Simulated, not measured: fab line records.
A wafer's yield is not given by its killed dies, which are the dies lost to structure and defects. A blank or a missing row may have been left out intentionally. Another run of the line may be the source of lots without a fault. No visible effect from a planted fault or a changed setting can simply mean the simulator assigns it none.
Split-lot experiment :: flow n5Finfet :: route with 1938 steps; 7 lots, 39 wafers read

== ON THE SPLIT ==
At N5_FIN_SAQP_SPACER2_ALD_28 (deposits SiO2, target thk 8.1 nm, pulse time 1 s, purge time 2 s), the setting targetThkA was moved away from the recipe's 81 angstrom on 6 of the 39 wafers read, by -14.4% to -10.2%. This setting was run at the recipe's value on the other wafers.

== FROM THE SPLIT TO THE READING: what the file shows between them, 6 steps ==
- N5_FIN_SAQP_SPACER2_ETCHBACK_29: etches SiO2 in CHF3/O2, target depth 12.2 nm, time 6.1 s
- N5_FIN_SAQP_MANDREL2_REMOVE_60: chemistry HBr/Cl2/O2, target a-Si, stops on SiNx, bt time 10 s
- N5_FIN_SAQP_HM_OPEN_33: chemistry CH3F/O2, target SiNx, target depth 49.4 nm, time 70.6 s
- N5_FIN_SAQP_ETCH_34: etches SiO2 in C4F6/O2, target depth 45 nm, time 15 s
- N5_FIN_SAQP_STRIP_77: strips in N2/H2, time 90 s
- N5_FIN_SAQP_ETCH_64: etches SiO2 in CF4, target depth 1.5 nm

== THE READING ==
FIN_SAQP.cdNm (the simulator's own value, which no gauge read), in nm, at N5_FIN_SAQP_FIN_ETCH_36 (etches the open film in HBr/Cl2/O2, target depth 120 nm, time 50.4 s). The file gives no usual value for it. The 33 wafers here that ran the recipe average 8.1 nm, standard deviation 0.2 nm.

wafer: L078.1
tool, chamber at the split: aldSin-01, 1
targetThkA as run, angstrom: 81
against the recipe: recipe
FIN_SAQP.cdNm, nm: 8.2
against lot-mates on the recipe: -

wafer: L078.2
tool, chamber at the split: aldSin-01, 0
targetThkA as run, angstrom: 81
against the recipe: recipe
FIN_SAQP.cdNm, nm: 8
against lot-mates on the recipe: -

wafer: L078.6
tool, chamber at the split: aldSin-01, 1
targetThkA as run, angstrom: 81
against the recipe: recipe
FIN_SAQP.cdNm, nm: 8
against lot-mates on the recipe: -

wafer: L078.3
tool, chamber at the split: aldSin-01, 3
targetThkA as run, angstrom: 72.76
against the recipe: -10.2%
FIN_SAQP.cdNm, nm: 7.2
against lot-mates on the recipe: -0.9

wafer: L078.4
tool, chamber at the split: aldSin-01, 2
targetThkA as run, angstrom: 72.76
against the recipe: -10.2%
FIN_SAQP.cdNm, nm: 7.2
against lot-mates on the recipe: -0.9

wafer: L078.5
tool, chamber at the split: aldSin-01, 2
targetThkA as run, angstrom: 72.76
against the recipe: -10.2%
FIN_SAQP.cdNm, nm: 7.4
against lot-mates on the recipe: -0.7

wafer: L079.1
tool, chamber at the split: aldSin-01, 1
targetThkA as run, angstrom: 81
against the recipe: recipe
FIN_SAQP.cdNm, nm: 8.2
against lot-mates on the recipe: -

wafer: L079.2
tool, chamber at the split: aldSin-01, 0,2
targetThkA as run, angstrom: 81
against the recipe: recipe
FIN_SAQP.cdNm, nm: 8.2
against lot-mates on the recipe: -

wafer: L079.5
tool, chamber at the split: aldSin-01, 0,2
targetThkA as run, angstrom: 81
against the recipe: recipe
FIN_SAQP.cdNm, nm: 8.2
against lot-mates on the recipe: -

wafer: L080.1
tool, chamber at the split: aldSin-02, 1,3
targetThkA as run, angstrom: 81
against the recipe: recipe
FIN_SAQP.cdNm, nm: 7.8
against lot-mates on the recipe: -

wafer: L080.3
tool, chamber at the split: aldSin-02, 2,0,3,2
targetThkA as run, angstrom: 81
against the recipe: recipe
FIN_SAQP.cdNm, nm: 7.8
against lot-mates on the recipe: -

wafer: L080.4
tool, chamber at the split: aldSin-02, 2,0,3,2
targetThkA as run, angstrom: 81
against the recipe: recipe
FIN_SAQP.cdNm, nm: 7.8
against lot-mates on the recipe: -

wafer: L080.2
tool, chamber at the split: aldSin-02, 2,0,3,2
targetThkA as run, angstrom: 81
against the recipe: recipe
FIN_SAQP.cdNm, nm: 8
against lot-mates on the recipe: -

wafer: L080.5
tool, chamber at the split: aldSin-02, 2,0,3,2
targetThkA as run, angstrom: 81
against the recipe: recipe
FIN_SAQP.cdNm, nm: 8
against lot-mates on the recipe: -

wafer: L080.6
tool, chamber at the split: aldSin-02, 1,3
targetThkA as run, angstrom: 81
against the recipe: recipe
FIN_SAQP.cdNm, nm: 8.2
against lot-mates on the recipe: -

wafer: L088.1
tool, chamber at the split: aldSin-04, 1,3,2,1
targetThkA as run, angstrom: 81
against the recipe: recipe
FIN_SAQP.cdNm, nm: 8.4
against lot-mates on the recipe: -

wafer: L088.5
tool, chamber at the split: aldSin-04, 1,3,2,1
targetThkA as run, angstrom: 81
against the recipe: recipe
FIN_SAQP.cdNm, nm: 8.4
against lot-mates on the recipe: -

wafer: L088.2
tool, chamber at the split: aldSin-04, 0,2
targetThkA as run, angstrom: 81
against the recipe: recipe
FIN_SAQP.cdNm, nm: 8.6
against lot-mates on the recipe: -

wafer: L088.3
tool, chamber at the split: aldSin-04, 1,3,2,1
targetThkA as run, angstrom: 81
against the recipe: recipe
FIN_SAQP.cdNm, nm: 8
against lot-mates on the recipe: -

wafer: L088.4
tool, chamber at the split: aldSin-04, 0,2
targetThkA as run, angstrom: 81
against the recipe: recipe
FIN_SAQP.cdNm, nm: 8.2
against lot-mates on the recipe: -

wafer: L088.6
tool, chamber at the split: aldSin-04, 1,3,2,1
targetThkA as run, angstrom: 81
against the recipe: recipe
FIN_SAQP.cdNm, nm: 8.2
against lot-mates on the recipe: -

wafer: L092.1
tool, chamber at the split: aldSin-04, 0,3,1,2,3
targetThkA as run, angstrom: 81
against the recipe: recipe
FIN_SAQP.cdNm, nm: 8.2
against lot-mates on the recipe: -

wafer: L092.2
tool, chamber at the split: aldSin-04, 2
targetThkA as run, angstrom: 81
against the recipe: recipe
FIN_SAQP.cdNm, nm: 8.2
against lot-mates on the recipe: -

wafer: L092.5
tool, chamber at the split: aldSin-04, 0,3,1,2,3
targetThkA as run, angstrom: 81
against the recipe: recipe
FIN_SAQP.cdNm, nm: 8.2
against lot-mates on the recipe: -

wafer: L092.6
tool, chamber at the split: aldSin-04, 0,3,1,2,3
targetThkA as run, angstrom: 81
against the recipe: recipe
FIN_SAQP.cdNm, nm: 8.2
against lot-mates on the recipe: -

wafer: L092.3
tool, chamber at the split: aldSin-04, 0,3,1,2,3
targetThkA as run, angstrom: 81
against the recipe: recipe
FIN_SAQP.cdNm, nm: 8.4
against lot-mates on the recipe: -

wafer: L092.4
tool, chamber at the split: aldSin-04, 0,3,1,2,3
targetThkA as run, angstrom: 81
against the recipe: recipe
FIN_SAQP.cdNm, nm: 7.8
against lot-mates on the recipe: -

wafer: L095.1
tool, chamber at the split: aldSin-01, 2,1,1
targetThkA as run, angstrom: 81
against the recipe: recipe
FIN_SAQP.cdNm, nm: 8
against lot-mates on the recipe: -

wafer: L095.2
tool, chamber at the split: aldSin-01, 3,0,2
targetThkA as run, angstrom: 81
against the recipe: recipe
FIN_SAQP.cdNm, nm: 8
against lot-mates on the recipe: -

wafer: L095.6
tool, chamber at the split: aldSin-01, 3,0,2
targetThkA as run, angstrom: 81
against the recipe: recipe
FIN_SAQP.cdNm, nm: 8
against lot-mates on the recipe: -

wafer: L095.3
tool, chamber at the split: aldSin-01, 3,0,2
targetThkA as run, angstrom: 81
against the recipe: recipe
FIN_SAQP.cdNm, nm: 7.8
against lot-mates on the recipe: -

wafer: L095.4
tool, chamber at the split: aldSin-01, 2,1,1
targetThkA as run, angstrom: 81
against the recipe: recipe
FIN_SAQP.cdNm, nm: 8.2
against lot-mates on the recipe: -

wafer: L095.5
tool, chamber at the split: aldSin-01, 2,1,1
targetThkA as run, angstrom: 81
against the recipe: recipe
FIN_SAQP.cdNm, nm: 8.2
against lot-mates on the recipe: -

wafer: L096.1
tool, chamber at the split: aldSin-04, 1
targetThkA as run, angstrom: 69.36
against the recipe: -14.4%
FIN_SAQP.cdNm, nm: 7.2
against lot-mates on the recipe: -1.0

wafer: L096.2
tool, chamber at the split: aldSin-04, 2,0,2
targetThkA as run, angstrom: 81
against the recipe: recipe
FIN_SAQP.cdNm, nm: 8.4
against lot-mates on the recipe: -

wafer: L096.3
tool, chamber at the split: aldSin-04, 2,0,2
targetThkA as run, angstrom: 81
against the recipe: recipe
FIN_SAQP.cdNm, nm: 8.2
against lot-mates on the recipe: -

wafer: L096.4
tool, chamber at the split: aldSin-04, 3
targetThkA as run, angstrom: 69.36
against the recipe: -14.4%
FIN_SAQP.cdNm, nm: 6.8
against lot-mates on the recipe: -1.4

wafer: L096.5
tool, chamber at the split: aldSin-04, 2,0,2
targetThkA as run, angstrom: 81
against the recipe: recipe
FIN_SAQP.cdNm, nm: 8
against lot-mates on the recipe: -

wafer: L096.6
tool, chamber at the split: aldSin-04, 1
targetThkA as run, angstrom: 69.36
against the recipe: -14.4%
FIN_SAQP.cdNm, nm: 7
against lot-mates on the recipe: -1.2
Where a row lists several chambers, the file gives one row for several wafers and doesn't say which wafer went through which chamber.

FIT RESULTS
A straight line over all 39 wafers: FIN_SAQP.cdNm changes by +0.0799 nm for each +1% of targetThkA; r = +0.89; the points scatter about the line by 0.19 nm.
The same after taking each lot's own level away (the mean of its wafers on the recipe; 39 wafers): +0.082 nm for each +1%; r = +0.93; scatter 0.15 nm.
On that fit, the largest move of targetThkA shifts the reading by 1.2 nm.
Across the lots, their own levels run from 7.93 to 8.30 nm, a range of 1.9 times the standard deviation given above.
The two slopes agree, so the slope changes little with the lot-to-lot level.
Check: -1.23 nm against its lot-mates is what the line predicts for one of the wafers moved furthest among these (-14.4%) when that wafer is left out of the fit. It came out at -1 nm against them.

== OTHER SPLITS APPLIED TO THESE WAFERS ==
Other splits were also applied to these wafers ahead of the reading. Each is held against what the fit with the lots' levels taken away leaves over:
other split on the same wafers: N5_ZERO_LAYER_PECVD_02 targetThkA
wafers away from the commonest value: 15
r with FIN_SAQP.cdNm (lot level and that fit taken away): -0.10

other split on the same wafers: N5_WELL_APT_EXPOSE_05 doseMj
wafers away from the commonest value: 12
r with FIN_SAQP.cdNm (lot level and that fit taken away): -0.17

== THE WHOLE CHAIN: every reading that the file lists as answering this split, in the file's order ==
step: N5_FIN_SAQP_SPACER2_ALD_28
what it does: deposits SiO2, target thk 8.1 nm, pulse time 1 s, purge time 2 s
reading: SiO2_of_FIN_SAQP_SPACER2_ALD_28.thkNm (the simulator's own value, which no gauge read)
change (the file's fit): +0.0779 nm for each +1% of the setting
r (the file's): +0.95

step: N5_FIN_SAQP_MANDREL2_REMOVE_60
what it does: chemistry HBr/Cl2/O2, target a-Si, stops on SiNx, bt time 10 s
reading: FIN_SAQP.cdNm (the simulator's own value, which no gauge read)
change (the file's fit): +0.0872 nm for each +1% of the setting
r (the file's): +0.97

step: N5_FIN_SAQP_ETCH_34
what it does: etches SiO2 in C4F6/O2, target depth 45 nm, time 15 s
reading: FIN_SAQP.cdNm (the simulator's own value, which no gauge read)
change (the file's fit): +0.0832 nm for each +1% of the setting
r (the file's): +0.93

step: N5_FIN_SAQP_FIN_ETCH_36
what it does: etches the open film in HBr/Cl2/O2, target depth 120 nm, time 50.4 s
reading: FIN_SAQP.cdNm (the simulator's own value, which no gauge read)
change (the file's fit): +0.0819 nm for each +1% of the setting
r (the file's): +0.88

== THE FILE'S OWN FIT ==
FIN_SAQP.cdNm changes by +0.0819 nm for each +1% of targetThkA, r = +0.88.
